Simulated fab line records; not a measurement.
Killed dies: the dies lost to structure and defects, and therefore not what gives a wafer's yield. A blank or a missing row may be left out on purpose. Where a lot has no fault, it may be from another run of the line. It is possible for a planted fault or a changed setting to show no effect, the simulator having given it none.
Matching of chambers + flow n5_finfet + ald_metal-04 running N5_BEOL_M11_ALD_74: 4 sister chambers
The step deposits TaN, target thk 2 nm, pulse time 2 s, purge time 3 s. 4 wafers are shown with their chamber, then 12 later ones without.

## WAFERS, EACH WITH ITS CHAMBER
| wafer  | chamber | heater_power_w (W) |
|--------|---------|--------------------|
| L084.4 | 1       | 513                |
| L086.2 | 2       | 418                |
| L086.3 | 3       | 370                |
| L086.4 | 0       | 338                |

## WAFERS WITH NO CHAMBER GIVEN
| wafer  | heater_power_w (W) |
|--------|--------------------|
| L087.1 | 523                |
| L087.4 | 413                |
| L087.6 | 334                |
| L093.3 | 509                |
| L093.4 | 410                |
| L093.5 | 374                |
| L091.1 | 339                |
| L091.3 | 383                |
| L091.6 | 382                |
| L096.2 | 382                |
| L096.3 | 517                |
| L096.6 | 387                |

## WHICH CHAMBER EACH ONE RAN IN
| wafer  | from the rows above     | in truth |
|--------|-------------------------|----------|
| L087.1 | 1                       | 1        |
| L087.4 | 2                       | 2        |
| L087.6 | 0                       | 0        |
| L093.3 | 1                       | 1        |
| L093.4 | 2                       | 2        |
| L093.5 | 3                       | 3        |
| L091.1 | 0                       | 0        |
| L091.3 | 3                       | 3        |
| L091.6 | 3                       | 3        |
| L096.2 | 3                       | 3        |
| L096.3 | 1                       | 1        |
| L096.6 | can't be placed: 3 or 2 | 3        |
11 of 12 placed correctly. Unplaceable from these rows: 1, with the true chamber sitting among the candidates in 1. Wrongly placed: 0.
How it was worked out, from the rows above alone: a wafer's distance from a chamber is the root of the sum, over the readings, of the square of ((its reading less the chamber's mean) divided by the reading's scatter). The wafer belongs to the nearest chamber; if the next one is less than 2 further off, it can't be placed. The mean given for a chamber averages the wafers shown for that chamber. The scatter (one wafer shown for each chamber): square how far every hidden wafer sits from the nearest shown wafer, average those squares and take the square root.
